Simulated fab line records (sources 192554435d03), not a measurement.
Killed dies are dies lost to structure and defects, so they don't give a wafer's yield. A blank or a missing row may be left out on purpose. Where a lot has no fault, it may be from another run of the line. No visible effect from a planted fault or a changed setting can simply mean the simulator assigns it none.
fab line records	flow n5_finfet
record: lots: 5	wafers: 15	last_day: 18
route steps=1938 shown BEOL_M12@1604
lots with no fault: from the same line, run without faults
start_h: the number of hours between the record's first day and the start of the first shown wafer of the lot	wait_h: how many hours have passed since the lot's step before this one	" same as the row above	L1.1+2: one row covering several wafers at once	- either no value or no given start	* or withheld: withheld	< > ~ a bound
route shown NAME@n: a module of which the file shows steps, and the number in the route of the first	usual: average and standard deviation across the fault-free wafers	same: alike in all rows	chamber/n: place in a boat	sites: each site's reading	_std_site: how widely they spread, as a standard deviation	_edge_site: inner sites' mean taken away from outer sites' mean	radius_mm: for every site, how far away it sits from the centre of the wafer	mask NAME#n: copy n	behind: the last tool/chamber to shape the wafer	hold: why the lot was held/for how many hours/how that ended	device: the transistor (n, p or np) that didn't switch	end of line: the route-end tests of the same wafers	a step given without rows: its recipe and nothing more	killed: count of dies lost to structure and defects at first sort (not the wafer's yield)	map: a wafer's dies, marking killed ones x, the rest . and places with no die _
set.NAME: the run value of the setting; set.NAME@STEP: its run value at that earlier step	model.NAME: the simulator's own value behind a step, which no gauge read
lots at some steps of the route; a table a step, a row a wafer
services: when a tool's chamber went out of use (start_h, in hours from the record's first day, below 0 if earlier), for how many hours, and the reason
== steps ==
step: N5_BEOL_M12_COAT_58
recipe: resist: BARC	temp_c: 205	time_s: 60	spin_rpm: 1500	resist_thk_nm: 89
lot.wafer	tool	chamber	start_h	wait_h
L076.1+5+6	litho_track-01	0	238.15	0.0
L074.1+2+3	litho_track-04	0	241.60	0.0
L081.1+4+5	litho_track-04	0	275.61	0.0
L092.2+3+5	litho_track-02	0	356.67	0.0
L096.3+5+6	litho_track-02	0	386.82	0.0
step: N5_BEOL_M12_COAT_04
recipe: spin_rpm: 1625	resist_thk_nm: 400
lot.wafer	tool	chamber	start_h	wait_h
L076.1+5+6	litho_track-01	0	-	-
L074.1+2+3	litho_track-04	0	-	-
L081.1+4+5	litho_track-04	0	-	-
L092.2+3+5	litho_track-02	0	-	-
L096.3+5+6	litho_track-02	0	-	-
step: N5_BEOL_M12_EBR_06
recipe: solvent: PGMEA	ebr_width_mm: 1.5
lot.wafer	tool	chamber	start_h	wait_h
L076.1+5+6	litho_track-01	0	-	-
L074.1+2+3	litho_track-04	0	-	-
L081.1+4+5	litho_track-04	0	-	-
L092.2+3+5	litho_track-02	0	-	-
L096.3+5+6	litho_track-02	0	-	-
step: N5_BEOL_M12_SOFTBAKE_05
recipe: temp_c: 130	time_s: 60
lot.wafer	tool	chamber	start_h	wait_h
L076.1+5+6	litho_track-01	0	-	-
L074.1+2+3	litho_track-04	0	-	-
L081.1+4+5	litho_track-04	0	-	-
L092.2+3+5	litho_track-02	0	-	-
L096.3+5+6	litho_track-02	0	-	-
step: N5_BEOL_M12_EXPOSE_07
recipe: mask_id: V11	na: 0.93	source_shape: conventional	sigma_outer: 0.6	polarization: unpolarized	attpsm_phase_deg: 180	dose_mj: 32.5
lot.wafer	tool	chamber	start_h	wait_h	mask
L076.1+5+6	krf_scanner-02	0	238.25	-	V11#0
L074.1+2+3	krf_scanner-02	0	241.82	-	V11#0
L081.1+4+5	krf_scanner-01	0	275.71	-	V11#0
L092.2+3+5	krf_scanner-01	0	356.90	-	V11#0
L096.3+5+6	krf_scanner-01	0	386.93	-	V11#0
step: N5_BEOL_M12_PEB_08
recipe: peb_temp_c: 130	peb_time_s: 90
lot.wafer	tool	chamber	start_h	wait_h
L076.1+5+6	litho_track-04	0	238.31	0.1
L074.1+2+3	litho_track-01	0	241.88	0.1
L081.1+4+5	litho_track-01	0	275.77	0.1
L092.2+3+5	litho_track-02	0	356.95	0.0
L096.3+5+6	litho_track-02	0	386.98	0.0
step: N5_BEOL_M12_DEVELOP_09
recipe: develop_time_s: 45	rinse_liquid: diw	dry: air_spin	dev_temp_c: 21
lot.wafer	tool	chamber	start_h	wait_h
L076.1+5+6	litho_track-04	0	-	-
L074.1+2+3	litho_track-01	0	-	-
L081.1+4+5	litho_track-01	0	-	-
L092.2+3+5	litho_track-02	0	-	-
L096.3+5+6	litho_track-02	0	-	-
step: N5_BEOL_M12_HARDBAKE_14
recipe: temp_c: 130	time_s: 120
lot.wafer	tool	chamber	start_h	wait_h
L076.1+5+6	litho_track-04	0	-	-
L074.1+2+3	litho_track-01	0	-	-
L081.1+4+5	litho_track-01	0	-	-
L092.2+3+5	litho_track-02	0	-	-
L096.3+5+6	litho_track-02	0	-	-
step: N5_BEOL_M12_CD_MEAS_10
recipe: target_cd_nm: 140	landing_energy_ev: 500	detector: se_inlens	polarity: opening
usual: cd_nm: 141.1/2
lot.wafer	tool	chamber	start_h	wait_h	cd_nm
L076.1	cd_sem-02	0	238.42	-	138.7
L076.5	"	0	"	"	139.1
L076.6	"	0	"	"	142.3
L074.1	cd_sem-02	0	242.00	-	141.4
L074.2	"	0	"	"	143.3
L074.3	"	0	"	"	138.5
L081.1	cd_sem-02	0	275.88	-	138.1
L081.4	"	0	"	"	141.2
L081.5	"	0	"	"	141.4
L092.2	cd_sem-02	0	357.07	-	144.6
L092.3	"	0	"	"	142.4
L092.5	"	0	"	"	143.9
L096.3	cd_sem-02	0	387.09	-	144.1
L096.5	"	0	"	"	141.0
L096.6	"	0	"	"	144.5
step: N5_BEOL_M12_OVL_MEAS_11
recipe: points_per_wafer: 44
usual: V11_OVL: -2/5.2
lot.wafer	tool	chamber	start_h	wait_h	V11_OVL[nm]
L076.1	overlay-02	0	238.45	0.0	-5
L076.5	"	0	"	"	3
L076.6	"	0	"	"	5
L074.1	overlay-01	0	242.03	0.0	-7
L074.2	"	0	"	"	-9
L074.3	"	0	"	"	-11
L081.1	overlay-02	0	275.92	0.0	3
L081.4	"	0	"	"	0
L081.5	"	0	"	"	3
L092.2	overlay-02	0	357.10	0.0	-4
L092.3	"	0	"	"	-8
L092.5	"	0	"	"	-4
L096.3	overlay-02	0	387.12	0.0	-3
L096.5	"	0	"	"	-7
L096.6	"	0	"	"	-6
step: N5_BEOL_M12_INSPECT_12
recipe: mode: adi	inspect_instrument: macro
usual: raw_defect_count: 2.1/1.4
lot.wafer	tool	chamber	start_h	wait_h	raw_defect_count
L076.1	defect_inspect-01	-	238.48	0.0	4
L076.5	"	-	"	"	2
L076.6	"	-	"	"	1
L074.1	defect_inspect-02	-	242.05	0.0	1
L074.2	"	-	"	"	3
L074.3	"	-	"	"	3
L081.1	defect_inspect-01	-	275.94	0.0	3
L081.4	"	-	"	"	2
L081.5	"	-	"	"	2
L092.2	defect_inspect-02	-	357.12	0.0	1
L092.3	"	-	"	"	2
L092.5	"	-	"	"	2
L096.3	defect_inspect-01	-	387.14	0.0	0
L096.5	"	-	"	"	0
L096.6	"	-	"	"	2
step: N5_BEOL_M12_DESCUM_15
recipe: chemistry: O2	time_s: 7.9	source_power_w: 50	bias_power_w: 20	pressure_mtorr: 20	rf_frequency_hz: 2.712e+07	temp_c: 40	o2_flow_sccm: 225
usual: drypump_motor_current_A: 5.6/0.47	oes_product_au: 0.76/0.093	rf_fwd_power_W: 49.43/0.2	rf_vpp_V: 243.4/1.4	showerhead_plenum_p_Torr: 2.11/0.08	throttle_valve_pct: 20.38/0.26
lot.wafer	tool	chamber	start_h	wait_h	drypump_motor_current_A	oes_product_au	rf_fwd_power_W	rf_hours_counter_h	rf_vpp_V	showerhead_plenum_p_Torr	throttle_valve_pct
L076.1	rie_diel-03	0	238.51	0.0	5.2	0.86	49.50	33	246.5	2.21	20.10
L076.5	"	3	"	"	6.4	0.73	49.72	-	242.8	2.00	20.69
L076.6	"	2	"	"	4.7	0.95	49.09	-	243.8	2.06	20.10
L074.1	rie_diel-01	3	242.17	0.1	5.7	0.87	49.45	30	242.8	2.07	20.18
L074.2	"	1	"	"	5.9	0.70	49.17	204	244.3	2.16	20.59
L074.3	"	2	"	"	5.5	0.89	49.30	36	246.3	2.24	20.15
L081.1	rie_diel-01	2	276.13	0.2	5.5	0.88	49.19	48	244.4	2.24	20.19
L081.4	"	0	"	"	6.0	0.66	49.51	245	244.4	2.18	20.75
L081.5	"	1	"	"	5.9	0.68	49.20	-	243.9	2.16	20.61
L092.2	rie_diel-01	3	357.53	0.4	5.7	0.81	49.54	74	243.4	2.05	20.25
L092.3	"	2	"	"	5.6	0.84	49.19	78	245.5	2.22	20.23
L092.5	"	3	"	"	5.7	0.81	49.63	-	243.1	2.05	20.24
L096.3	rie_diel-01	0	387.18	0.0	6.0	0.89	49.58	33	243.7	2.17	20.51
L096.5	"	2	"	"	5.6	0.81	49.57	-	244.2	2.22	20.25
L096.6	"	1	"	"	5.9	0.67	48.97	-	244.3	2.15	20.66
step: N5_BEOL_M12_ETCH_59
recipe: chemistry: N2/H2	target: BARC	target_depth_a: 890	overetch_a: 267	time_s: 67.9	ion_energy_ev: 200	pressure_mtorr: 30	source_w: 840	bias_w: 150	n2_flow_sccm: 200	h2_flow_sccm: 200
usual: drypump_motor_current_A: 5.6/0.47	oes_product_au: 0.66/0.074	rf_fwd_power_W: 833.7/2.9	rf_vpp_V: 524.3/2.6	showerhead_plenum_p_Torr: 2.55/0.093	throttle_valve_pct: 17.75/0.29
lot.wafer	tool	chamber	start_h	wait_h	drypump_motor_current_A	oes_product_au	rf_fwd_power_W	rf_hours_counter_h	rf_vpp_V	showerhead_plenum_p_Torr	throttle_valve_pct
L076.1	rie_diel-03	0	238.55	0.0	5.2	0.74	835.1	33	526.9	2.69	17.59
L076.5	"	3	"	"	6.4	0.63	834.8	-	521.2	2.44	18.22
L076.6	"	2	"	"	4.7	0.80	829.7	-	522.1	2.50	17.56
L074.1	rie_diel-01	3	242.20	0.0	5.8	0.75	832.0	30	523.3	2.48	17.44
L074.2	"	1	"	"	5.9	0.60	829.8	204	525.7	2.61	18.00
L074.3	"	2	"	"	5.6	0.75	838.8	36	527.9	2.70	17.37
L081.1	rie_diel-01	2	276.16	0.0	5.6	0.75	834.3	48	526.9	2.69	17.38
L081.4	"	0	"	"	6.0	0.58	828.9	245	526.5	2.61	18.05
L081.5	"	1	"	"	5.9	0.59	838.0	-	526.5	2.61	18.00
L092.2	rie_diel-01	3	357.57	0.0	5.7	0.70	832.6	74	521.8	2.46	17.53
L092.3	"	2	"	"	5.6	0.71	834.5	78	528.1	2.68	17.43
L092.5	"	3	"	"	5.8	0.70	834.1	-	522.5	2.46	17.53
L096.3	rie_diel-01	0	387.21	0.0	6.0	0.75	838.5	33	523.9	2.60	17.73
L096.5	"	2	"	"	5.6	0.70	834.9	-	526.8	2.67	17.47
L096.6	"	1	"	"	5.9	0.57	833.2	-	525.2	2.59	18.08
step: N5_BEOL_M12_VIA_ETCH_16
recipe: chemistry: C4F8/O2/Ar	target: SiOC	pressure_mtorr: 30	source_w: 3000	bias_w: 700	Ar_flow_sccm: 400	C4F8_flow_sccm: 15	O2_flow_sccm: 8	he_inner_torr: 15	he_outer_torr: 30	target_depth_a: 7248	time_s: withheld	ion_energy_ev: 250	ends: cleared
usual: drypump_motor_current_A: 5.6/0.48	oes_product_au: 0.69/0.083	rf_fwd_power_W: 2993/10	rf_vpp_V: 666/3.3	showerhead_plenum_p_Torr: 3.43/0.13	throttle_valve_pct: 24.08/0.23
lot.wafer	tool	chamber	start_h	wait_h	drypump_motor_current_A	oes_product_au	rf_fwd_power_W	rf_vpp_V	showerhead_plenum_p_Torr	throttle_valve_pct
L076.1	rie_diel-03	0	238.60	0.0	5.2	0.78	2994	671	3.67	24.27
L076.5	"	3	"	"	6.5	0.66	3006	661	3.27	24.39
L076.6	"	2	"	"	4.7	0.85	3000	663	3.34	23.77
L074.1	rie_diel-01	3	242.26	0.0	5.7	0.78	2973	664	3.34	23.79
L074.2	"	1	"	"	5.9	0.62	2984	669	3.49	24.18
L074.3	"	2	"	"	5.5	0.79	3009	671	3.61	23.80
L081.1	rie_diel-01	2	276.21	0.0	5.6	0.79	2988	670	3.61	23.81
L081.4	"	0	"	"	6.0	0.60	2993	669	3.48	24.17
L081.5	"	1	"	"	5.9	0.61	2979	667	3.49	24.19
L092.2	rie_diel-01	3	357.62	0.0	5.7	0.73	2999	663	3.31	23.84
L092.3	"	2	"	"	5.5	0.74	2992	671	3.59	23.84
L092.5	"	3	"	"	5.7	0.74	2988	663	3.31	23.85
L096.3	rie_diel-01	0	387.26	0.0	6.0	0.81	3009	666	3.46	23.95
L096.5	"	2	"	"	5.5	0.72	2980	671	3.58	23.86
L096.6	"	1	"	"	5.9	0.60	2989	667	3.47	24.23
step: N5_BEOL_M12_STRIP_63
recipe: chemistry: N2/H2	power_w: 1000	temp_c: 250	h2_frac: 0.65	overash_fraction: 0.3	pressure_mtorr: 1000	n2_flow_sccm: 1750	h2_flow_sccm: 3250
usual: drypump_motor_current_A: 5.85/0.16	heater_power_w: 348/51	oes_product_au: 0.694/0.0047	strip_time_to_endpoint_s: 43.1/1.2
lot.wafer	tool	chamber	start_h	wait_h	drypump_motor_current_A	heater_power_w	oes_product_au	rf_hours_counter_h	strip_time_to_endpoint_s
L076.1	plasma_asher-02	0	238.80	-	5.61	308	0.696	119	43.0
L076.5	"	0	"	"	5.62	304	0.693	-	41.5
L076.6	"	1	"	"	5.96	408	0.693	-	41.3
L074.1	plasma_asher-02	1	242.46	-	5.93	399	0.692	119	43.4
L074.2	"	0	"	"	5.64	310	0.692	119	44.5
L074.3	"	1	"	"	5.92	393	0.691	-	42.6
L081.1	plasma_asher-02	0	276.41	-	5.59	316	0.691	127	43.1
L081.4	"	0	"	"	5.60	312	0.686	-	43.9
L081.5	"	1	"	"	5.97	400	0.697	-	43.0
L092.2	plasma_asher-02	1	357.82	-	5.96	391	0.700	142	45.0
L092.3	"	0	"	"	5.64	313	0.690	-	42.4
L092.5	"	0	"	"	5.60	306	0.693	-	44.4
L096.3	plasma_asher-02	1	387.48	-	5.93	401	0.694	-	42.6
L096.5	"	1	"	"	5.93	401	0.693	-	43.0
L096.6	"	0	"	"	5.67	306	0.698	-	43.5
step: N5_BEOL_M12_STRIP_64
recipe: chemistry: N2/H2	power_w: 1000	temp_c: 250	h2_frac: 0.65	overash_fraction: 0.3	pressure_mtorr: withheld	n2_flow_sccm: 1750	h2_flow_sccm: 3250
usual: drypump_motor_current_A: 5.85/0.16	heater_power_w: 348/49	oes_product_au: 0.715/0.0043	strip_time_to_endpoint_s: 31.31/0.072
lot.wafer	tool	chamber	start_h	wait_h	drypump_motor_current_A	heater_power_w	oes_product_au	rf_hours_counter_h	strip_time_to_endpoint_s
L076.1	plasma_asher-02	0	238.86	0.0	5.63	304	0.718	119	31.30
L076.5	"	0	"	"	5.64	307	0.717	-	31.32
L076.6	"	1	"	"	5.97	404	0.721	-	31.29
L074.1	plasma_asher-02	1	242.52	0.0	5.93	399	0.720	119	31.42
L074.2	"	0	"	"	5.61	305	0.709	119	31.43
L074.3	"	1	"	"	5.96	387	0.715	-	31.44
L081.1	plasma_asher-02	0	276.47	0.0	5.60	302	0.718	127	31.40
L081.4	"	0	"	"	5.60	310	0.717	-	31.21
L081.5	"	1	"	"	5.97	396	0.712	-	31.24
L092.2	plasma_asher-02	1	357.88	0.0	5.96	397	0.719	142	31.32
L092.3	"	0	"	"	5.61	307	0.714	-	31.34
L092.5	"	0	"	"	5.67	304	0.720	-	31.32
L096.3	plasma_asher-02	1	387.54	0.0	5.94	394	0.720	-	31.46
L096.5	"	1	"	"	5.94	392	0.718	-	31.49
L096.6	"	0	"	"	5.65	304	0.710	-	31.46
step: N5_BEOL_M12_STRIP_71
recipe: chemistry: post_etch_residue_remover	time_s: 60	temp_c: 25	remover_ph: withheld	remover_water_wt_pct: withheld	remover_fluoride_wt_pct: withheld
lot.wafer	tool	chamber	start_h	wait_h
L076.1+5+6	wet_bench-01	5,1,4	238.95	0.1
L074.1+2+3	wet_bench-06	5,3,2	242.60	0.1
L081.1+4+5	wet_bench-04	6,5,2	276.56	0.1
L092.2+3+5	wet_bench-01	7,1,0	357.96	0.1
L096.3+5+6	wet_bench-01	2,6,4	387.73	0.2
step: N5_BEOL_M12_SRD_72
recipe: time_s: 30	temp_c: 23	rinse_liquid: diw	dry: n2_spin	spin_rpm: 1500	dry_time_s: 30
same: dry_time_s: 30
lot.wafer	tool	chamber	start_h	wait_h
L076.1+5+6	wet_bench-01	5,1,4	238.97	0.0
L074.1+2+3	wet_bench-06	5,3,2	242.62	0.0
L081.1+4+5	wet_bench-04	6,5,2	276.58	0.0
L092.2+3+5	wet_bench-01	7,1,0	357.98	0.0
L096.3+5+6	wet_bench-01	2,6,4	387.75	0.0
step: N5_BEOL_M12_CD_MEAS_17
recipe: target_cd_nm: 140	polarity: opening
usual: cd_nm: 141.0/2.2
lot.wafer	tool	chamber	start_h	wait_h	cd_nm
L076.1	cd_sem-03	-	239.01	0.0	136.9
L076.5	"	-	"	"	139.3
L076.6	"	-	"	"	143.5
L074.1	cd_sem-03	-	242.66	0.0	140.5
L074.2	"	-	"	"	143.6
L074.3	"	-	"	"	139.6
L081.1	cd_sem-01	-	276.62	0.0	140.4
L081.4	"	-	"	"	142.6
L081.5	"	-	"	"	141.7
L092.2	cd_sem-03	-	358.03	0.0	142.8
L092.3	"	-	"	"	143.6
L092.5	"	-	"	"	141.5
L096.3	cd_sem-02	-	387.79	0.0	142.7
L096.5	"	-	"	"	142.2
L096.6	"	-	"	"	146.1
step: N5_BEOL_M12_COAT_65
recipe: resist: SOC	temp_c: 250	time_s: 60	spin_rpm: 1500	resist_thk_nm: 300
lot.wafer	tool	chamber	start_h	wait_h
L076.1+5+6	litho_track-02	0	239.05	0.0
L074.1+2+3	litho_track-01	0	242.70	0.0
L081.1+4+5	litho_track-01	0	276.66	0.0
L092.2+3+5	litho_track-04	0	358.06	0.0
L096.3+5+6	litho_track-02	0	387.82	0.0
step: N5_BEOL_M12_COAT_66
recipe: resist: SiARC	temp_c: 220	time_s: 60	spin_rpm: 1500	resist_thk_nm: 110
lot.wafer	tool	chamber	start_h	wait_h
L076.1+5+6	litho_track-02	0	-	-
L074.1+2+3	litho_track-01	0	-	-
L081.1+4+5	litho_track-01	0	-	-
L092.2+3+5	litho_track-04	0	-	-
L096.3+5+6	litho_track-02	0	-	-
step: N5_BEOL_M12_COAT_22
recipe: spin_rpm: 2888	resist_thk_nm: 300
lot.wafer	tool	chamber	start_h	wait_h
L076.1+5+6	litho_track-02	0	-	-
L074.1+2+3	litho_track-01	0	-	-
L081.1+4+5	litho_track-01	0	-	-
L092.2+3+5	litho_track-04	0	-	-
L096.3+5+6	litho_track-02	0	-	-
step: N5_BEOL_M12_EBR_24
recipe: solvent: PGMEA	ebr_width_mm: 1.5
lot.wafer	tool	chamber	start_h	wait_h
L076.1+5+6	litho_track-02	0	-	-
L074.1+2+3	litho_track-01	0	-	-
L081.1+4+5	litho_track-01	0	-	-
L092.2+3+5	litho_track-04	0	-	-
L096.3+5+6	litho_track-02	0	-	-
step: N5_BEOL_M12_SOFTBAKE_23
recipe: temp_c: 130	time_s: 60
lot.wafer	tool	chamber	start_h	wait_h
L076.1+5+6	litho_track-02	0	-	-
L074.1+2+3	litho_track-01	0	-	-
L081.1+4+5	litho_track-01	0	-	-
L092.2+3+5	litho_track-04	0	-	-
L096.3+5+6	litho_track-02	0	-	-
step: N5_BEOL_M12_EXPOSE_25
recipe: mask_id: M12	na: 0.93	source_shape: conventional	sigma_outer: 0.4	polarization: unpolarized	dose_mj: 21.8
lot.wafer	tool	chamber	start_h	wait_h	mask
L076.1+5+6	krf_scanner-01	0	239.17	-	M12#0
L074.1+2+3	krf_scanner-02	0	242.94	-	M12#0
L081.1+4+5	krf_scanner-02	0	276.77	-	M12#0
L092.2+3+5	krf_scanner-01	0	358.18	-	M12#0
L096.3+5+6	krf_scanner-02	0	387.95	-	M12#0
== services ==
tool	chamber	start_h	hours	kind
krf_scanner-01	-	227.81	4.4	pm
krf_scanner-02	-	232.19	0.8	pm
rie_diel-01	2	234.02	5.6	repair
wet_bench-06	-	275.69	7.7	repair
krf_scanner-01	-	279.90	0.8	pm
krf_scanner-01	0	285.31	-	calibration
rie_diel-01	0	288.98	-	clean
rie_diel-01	0	288.98	-	consumable_replace:focus_ring
rie_diel-01	0	288.98	18.9	scheduled_down
rie_diel-01	0	288.98	18.9	vent_cycle
wet_bench-06	-	290.22	1.8	repair
krf_scanner-02	-	294.21	4.4	pm
krf_scanner-02	0	303.57	-	calibration
krf_scanner-02	-	313.30	1.4	repair
krf_scanner-01	-	317.53	1.0	pm
krf_scanner-01	-	318.53	1.3	pm
rie_diel-01	1	330.90	18.3	repair
krf_scanner-02	-	337.34	0.4	repair
rie_diel-03	2	357.16	20.5	repair
krf_scanner-02	-	367.71	1.3	pm
krf_scanner-02	-	377.04	1.0	pm
plasma_asher-02	-	380.73	2.8	pm
== key ==
fault none
